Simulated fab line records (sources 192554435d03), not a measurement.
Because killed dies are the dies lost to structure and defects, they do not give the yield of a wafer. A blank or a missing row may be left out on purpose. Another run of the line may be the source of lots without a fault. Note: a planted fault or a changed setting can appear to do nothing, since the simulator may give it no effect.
2 desks looking at one fault ; flow n5-finfet ; numbers are kept per desk, each desk with only its own; the story behind them comes last

DESK OF THE TOOL OWNER: litho-track-02
The tool's own readings at N5_HKMG_FIN_COAT_85 (time 60 s, resist thk 300 nm): means of the sampled wafers that have a number, for each lot that ran on this tool. Marked OUT: a lot whose mean sits more than 4 standard deviations from the usual mean, which makes it out of limits; the brackets give that distance.
Columns: A = dispense-pressure-kPa at N5_HKMG_FIN_COAT_85, usual 52.4 kPa; B = heater-power-total-W at N5_HKMG_FIN_COAT_85, usual 500.2 W; C = resist-line-temp-C at N5_HKMG_FIN_COAT_85, usual 23.01 C; D = spin-speed-rpm at N5_HKMG_FIN_COAT_85, usual 1499.9 rpm
lot;first seen here;A;B;C;D
L772;day 4 16:01;54.5;502.1;23.06;1500.7
L778;day 6 12:02;54.5;499.9;23.02;1680.7 (+99 or more) OUT
L782;day 7 10:48;54.5;500.0;22.85;1680.6 (+99 or more) OUT
This desk finds L778, L782 out of limits, L778 being first, at day 6 12:02 (spin-speed-rpm at N5_HKMG_FIN_COAT_85). In limits: L772.

AT THE METROLOGY DESK
Means of the sampled wafers that have a number, per lot and without regard to the tool the lot ran on: this is what the gauges read. Marked OUT: a lot whose mean sits more than 4 standard deviations from the usual mean, which makes it out of limits; the brackets give that distance. Shown here are 7 of its 10 readings, the ones lying furthest out on some lot.
Columns: A = DIBL_N at N5_BEOL_M4_RC_MEAS_101, usual 35.9 mV/V; B = DIBL_P at N5_BEOL_M4_RC_MEAS_101, usual 36.3 mV/V; C = IOFF_P at N5_BEOL_M4_RC_MEAS_101, usual 0.208 nA/um; D = ION_N at N5_BEOL_M4_RC_MEAS_101, usual 672 uA/um; E = ION_P at N5_BEOL_M4_RC_MEAS_101, usual 462 uA/um; F = SS_N at N5_BEOL_M4_RC_MEAS_101, usual 71.5 mV/dec; G = VT_P at N5_BEOL_M4_RC_MEAS_101, usual -250.5 mV
lot;first seen here;A;B;C;D;E;F;G
L772;day 9 02:06;34.0;36.5;0.203;668;462;71.5;-251.1
L773;day 9 08:19;37.0;37.2;0.265;677;472;72.2;-245.5
L778;day 10 15:32;35.6;35.4;0.187;665;454;71.2;-254.6
L782;day 11 11:40;35.5;34.0;0.188;665;453;71.4;-252.7
L783;day 12 10:47;35.9;35.9;0.189;659;452;71.4;-252.1
L789;day 13 15:25;33.9;34.7;0.216;674;468;70.9;-247.3
L788;day 13 16:50;35.5;35.6;0.195;675;459;71.2;-250.0
L790;day 13 21:12;34.5;36.6;0.198;676;465;71.4;-251.8
L791;day 14 01:19;36.7;37.8;0.221;687;467;71.5;-249.1
This desk's finding: nothing out of limits on any of the 9 lots.

PUT TOGETHER
The tool owner's desk had the chance to raise an alarm at day 6 12:02 on L778, L782.
Metrology desk: nothing out of limits seen.
The metrology desk holds a record of L778, L782, inside its limits.
Every lot named ran N5_HKMG_FIN_COAT_85 on litho-track-02.

WHAT THE SIMULATOR HAD INSERTED
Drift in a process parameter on litho-track-02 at N5_HKMG_FIN_COAT_85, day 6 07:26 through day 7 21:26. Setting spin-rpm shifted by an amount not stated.
Struck lots among those shown: L778, L782.
Delay in hours, fault start to first out-of-limits reading, by desk: the tool owner's desk at 5.
